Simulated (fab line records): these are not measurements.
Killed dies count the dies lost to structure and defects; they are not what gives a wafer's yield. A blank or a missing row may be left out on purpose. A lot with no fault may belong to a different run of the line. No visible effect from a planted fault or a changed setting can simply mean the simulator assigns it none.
A lot that was struck, set against a sound lot    flow n5 finfet    35 out of 1938 route steps
Sound: these wafers, L376.1, L376.4, L376.6. Wafers struck: L373.1, L373.3, L373.5. The cause is given at the end.
Order at every step that has rows: each side's tool, ch and its chambers, its first start. Under that, the readings that differ: sound wafers    struck wafers    difference of the means    sigmas: that difference in standard deviations of wafers without a fault.
alike: words and numbers the same on both sides, and readings whose means are apart by under 2 such deviations; not compared: readings that were withheld, readings missing a value for some wafer, numbers with overlapping values and no deviation given by the record, and bounds like >300 which may hide the same value.
Wherever a step has rows on one side only, a row that says differs or no value, or a row with sigmas, the two part there. When numbers do not overlap yet have no deviation, they are printed without sigmas and do not part them. A reading that every wafer of one side lacks parts them only if that side has two wafers or more.

first, 11 steps without rows for these wafers: N5_MOL_CONTACT_COAG_STRIP_68 (strips in N2/H2); N5_MOL_CONTACT_COAG_STRIP_69 (strips in N2/H2); N5_MOL_CONTACT_COAG_ETCHBACK_136 (etches SiO2 in CHF3, target depth 25 nm, time 16.7 s); N5_MOL_CONTACT_COAG_STRIP_120 (strips in CHF3); N5_MOL_CONTACT_COAG_VIA_ETCH_117 (etches SiO2 in C4F6/O2, target depth 40 nm, overetch 8 nm, time 26 s); N5_MOL_CONTACT_COAG_ETCH_124 (etches SiNx in CH3F/O2, stops on SiOC, target depth 6.5 nm); N5_MOL_CONTACT_COAG_ETCH_48 (etches SiOC in C4F6/O2, target depth 15 nm, overetch 4.5 nm, time 17 s); N5_MOL_CONTACT_COAG_STRIP_72 (strips in N2/H2); N5_MOL_CONTACT_COAG_STRIP_49 (strips in N2/H2, time 30 s); N5_MOL_CONTACT_COAG_PRECLEAN_138 (cleans in alkaline clean, time 60 s); N5_MOL_CONTACT_COAG_SRD_139 (time 30 s).
N5_MOL_CONTACT_COAG_PRE_CLEAN_121:
  sound on cvd w-01 ch 0,1, day 9 03:05; struck on cvd w-02 ch 0,1, day 8 05:38
then, 22 steps without rows for these wafers: N5_MOL_CONTACT_COAG_CVD_140 (deposits W, target thk 66.5 nm, time 215 s); N5_MOL_CONTACT_COAG_PRECLEAN_127 (cleans in DIW, time 57.5 s); N5_MOL_CONTACT_COAG_SRD_128 (dry time 32 s); N5_MOL_CONTACT_COAG_CMP_52 (polishes, stops on SiO2, t overpolish 1.5 s, target thk 66.5 nm); N5_MOL_CONTACT_COAG_ANNEAL_112 (time 1800 s); N5_BEOL_M0_SAQP_PECVD_00 (deposits SiCN from 3MS/NH3, target thk 8 nm, time 14 s); N5_BEOL_M0_SAQP_ILD_DEP_01 (deposits SiOC from DEMS/O2, target thk 45.419 nm, time 8.7 s); N5_BEOL_M0_SAQP_HM_DEP_02 (deposits TiN, target thk 12 nm); N5_BEOL_M0_SAQP_PECVD_03 (deposits SiCN from 3MS/NH3, target thk 12 nm, time 21.1 s); N5_BEOL_M0_SAQP_PECVD_96 (deposits a-Si from SiH4/He, target thk 45 nm, time 45.2 s); N5_BEOL_M0_SAQP_PECVD_97 (deposits SiNx from SiH4/NH3/N2, target thk 23 nm, time 19.9 s); N5_BEOL_M0_SAQP_PECVD_04 (deposits a-Si from SiH4/He, target thk 60 nm, time 60.2 s); N5_BEOL_M0_SAQP_HM_DEP_111 (deposits SiO2 from SiH4/N2O, target thk 12 nm, time 7.2 s); N5_BEOL_M0_SAQP_COAT_81 (time 60 s, resist thk 100 nm); N5_BEOL_M0_SAQP_COAT_82 (time 60 s, resist thk 30 nm); N5_BEOL_M0_SAQP_COAT_08 (resist thk 90 nm); N5_BEOL_M0_SAQP_EBR_10; N5_BEOL_M0_SAQP_SOFTBAKE_09 (time 60 s); N5_BEOL_M0_SAQP_EXPOSE_11 (exposes mask M0 CORE, target cd 42 nm); N5_BEOL_M0_SAQP_PEB_12 (peb time 60 s); N5_BEOL_M0_SAQP_DEVELOP_13 (develop time 30 s); N5_BEOL_M0_SAQP_DESCUM_19 (chemistry O2, time 7.9 s).
-- here the record skips 7 days between the struck wafers' starts before and after, leaving off in module BEOL_M0_SAQP and picking up in module PASSIVATION (first step shown: number 1936 of the route) --
N5_PASSIVATION_PROBE_49:
  the record has rows for the struck wafers here (prober-01, day 14 20:34) and none for the sound ones

== WHERE THEY PART ==
Within this record, at N5_PASSIVATION_PROBE_49 only.

WHY: the cause the simulator had injected
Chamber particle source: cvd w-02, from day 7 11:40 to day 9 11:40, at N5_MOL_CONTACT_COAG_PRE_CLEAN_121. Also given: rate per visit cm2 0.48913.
